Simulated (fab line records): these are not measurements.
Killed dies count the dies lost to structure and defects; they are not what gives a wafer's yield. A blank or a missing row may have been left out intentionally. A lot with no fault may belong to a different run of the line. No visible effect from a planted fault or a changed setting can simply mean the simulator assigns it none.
Which tool is to blame? | flow nand-harc | 12 lots (36 wafers sampled), 1 step of a 1159-step route

WHAT THE GAUGES READ, wafer by wafer
NHARC_A_SLIT_CD_MEAS_09: the cd target is 300 nm.
lot  | measured     | on        | cd-nm (nm)
L076 | day 14 16:58 | cd-sem-01 | 298.5 300.5 299.4
L079 | day 14 22:31 | cd-sem-03 | 300.1 299.6 299.9
L077 | day 14 23:53 | cd-sem-01 | 299.5 299.6 299.3
L083 | day 16 09:25 | cd-sem-03 | 300.5 300.4 300.8
L084 | day 16 21:46 | cd-sem-03 | 301.1 300.2 300.1
L089 | day 17 08:16 | cd-sem-02 | 299.4 299.3 299.2
L086 | day 17 16:08 | cd-sem-03 | 299.5 300.6 300.8
L090 | day 18 06:11 | cd-sem-01 | 299.2 299.4 299.5
L092 | day 18 14:58 | cd-sem-02 | 299.8 299.5 299.5
L094 | day 19 04:32 | cd-sem-03 | 300.2 300.0 300.8
L097 | day 19 14:13 | cd-sem-02 | 300.7 299.8 299.5
L096 | day 19 15:44 | cd-sem-01 | 299.6 299.5 299.3

WHAT TOOL EACH LOT RAN ON (gives the tool, then ch and the chambers of the sampled wafers, and finally the start)
No process step before these readings appears in the record.

THE ANSWER, worked out from the rows above alone
Rule: the lots themselves supply what counts as usual. The widest of any qualifying gaps counts: lots, ordered by their means at a reading, are off when they make up no more than a third of the lots, leave a main group of 4 or more, and stand apart from it by 3 or more times the standard deviation of that group's means. If all means in a main group match to the digits the tables above print for the reading, that group is not used. A lot without any number at a reading at which 4 lots or more have one is off too. All remaining lots with rows at the step are treated as sound.
No lot is off at any reading shown: from this, nothing can be told.

WHAT THE SIMULATOR HAD INSERTED
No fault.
